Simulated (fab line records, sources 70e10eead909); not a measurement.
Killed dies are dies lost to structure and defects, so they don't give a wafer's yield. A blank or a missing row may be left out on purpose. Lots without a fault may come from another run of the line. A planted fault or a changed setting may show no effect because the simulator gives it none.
A struck lot beside a sound one | flow nand_harc | 19 steps out of a route of 1302
Sound: wafers L491.2, L491.3, L491.4. Struck: wafers L495.1, L495.2, L495.5. The cause comes at the end.
At each step with rows: each side's tool, then ch and its chambers, then its first start. Under that, the readings that differ: sound wafers | struck wafers | difference of the means | sigmas: that difference in standard deviations of wafers without a fault.
alike: readings whose means differ by less than 2 such deviations, and words and numbers that are the same on both sides. not compared: withheld readings, readings that some wafer has no value for, bounds like >300 that may hide the same value, and numbers for which the record gives no deviation and whose values overlap.
The two part at a step that has a row with sigmas, a row that says differs or no value, or rows on one side only. Numbers that don't overlap but have no deviation are shown without sigmas and don't part them. A reading that every wafer of one side lacks parts them only if that side has two wafers or more.

NHARC_P_ZERO_WELL_CD_MEAS_37: target cd 720 nm.
  sound on cd_sem-03 ch 0, day 2 20:10; struck on cd_sem-02 ch 0, day 4 11:58
  alike: cd_nm
then, 1 step without rows for these wafers: NHARC_P_ZERO_WELL_HARDBAKE_38 (time 80 s).
NHARC_P_ZERO_WELL_DESCUM_39: chemistry O2, time 3 s.
  sound on rie_diel-12 ch 1,2,3, day 2 20:22; struck on rie_diel-09 ch 0,2,3, day 4 12:08
  alike: chamber_pressure_mTorr, drypump_motor_current_A, oes_product_au, rf_vpp_V, showerhead_plenum_p_Torr, throttle_valve_pct
  not compared: rf_hours_counter_h
then, 9 steps without rows for these wafers: NHARC_P_ZERO_WELL_IMPLANT_40; NHARC_P_ZERO_WELL_IMPLANT_59; NHARC_P_ZERO_WELL_IMPLANT_60; NHARC_P_ZERO_WELL_STRIP_41 (strips in SPM, time 840 s); NHARC_P_ZERO_WELL_DEHYDRATE_44 (time 120 s); NHARC_P_ZERO_WELL_HMDS_45 (time 30 s); NHARC_P_ZERO_WELL_COAT_46; NHARC_P_ZERO_WELL_SOFTBAKE_47 (time 95 s); NHARC_P_ZERO_WELL_EBR_48.
NHARC_P_ZERO_WELL_EXPOSE_49: exposes mask P HVPW, target cd 2000 nm.
  sound on krf_scanner-04 ch 0, day 2 21:32; struck on krf_scanner-01 ch 0, day 4 13:26
  reading | sound                      | struck                              | difference | sigmas
  mask    | P_HVPW#0 P_HVPW#0 P_HVPW#0 | P_HVPW_R1#0 P_HVPW_R1#0 P_HVPW_R1#0 | differs    |
then, 2 steps without rows for these wafers: NHARC_P_ZERO_WELL_PEB_50 (peb time 85 s); NHARC_P_ZERO_WELL_DEVELOP_51 (time 70 s).
NHARC_P_ZERO_WELL_CD_MEAS_52: target cd 2000 nm.
  sound on cd_sem-01 ch 0, day 2 21:42; struck on cd_sem-02 ch 0, day 4 13:36
  reading    | sound                | struck               | difference | sigmas
  cd_nm (nm) | 2002.9 1999.8 1996.9 | 1938.8 1937.0 1936.3 | -62.5      | -27
then, 1 step without rows for these wafers: NHARC_P_ZERO_WELL_HARDBAKE_53 (time 80 s).
NHARC_P_ZERO_WELL_DESCUM_54: chemistry O2, time 3 s.
  sound on rie_diel-12 ch 1,2,3, day 2 21:53; struck on rie_diel-12 ch 0,3, day 4 13:47
  reading                      | sound          | struck         | difference | sigmas
  model.P_ZERO_WELL.cd_nm (nm) | 2003 2000 1997 | 1939 1938 1937 | -62        |
  alike: chamber_pressure_mTorr, drypump_motor_current_A, oes_product_au, rf_vpp_V, showerhead_plenum_p_Torr, throttle_valve_pct
  not compared: rf_hours_counter_h
then, 1 step without rows for these wafers: NHARC_P_ZERO_WELL_IMPLANT_55.

WHERE THEY PART
First at NHARC_P_ZERO_WELL_EXPOSE_49; last, within this record, at NHARC_P_ZERO_WELL_CD_MEAS_52. Later steps at which nothing parts them and some readings are alike: NHARC_P_ZERO_WELL_DESCUM_54.

WHY: what the simulator had put in
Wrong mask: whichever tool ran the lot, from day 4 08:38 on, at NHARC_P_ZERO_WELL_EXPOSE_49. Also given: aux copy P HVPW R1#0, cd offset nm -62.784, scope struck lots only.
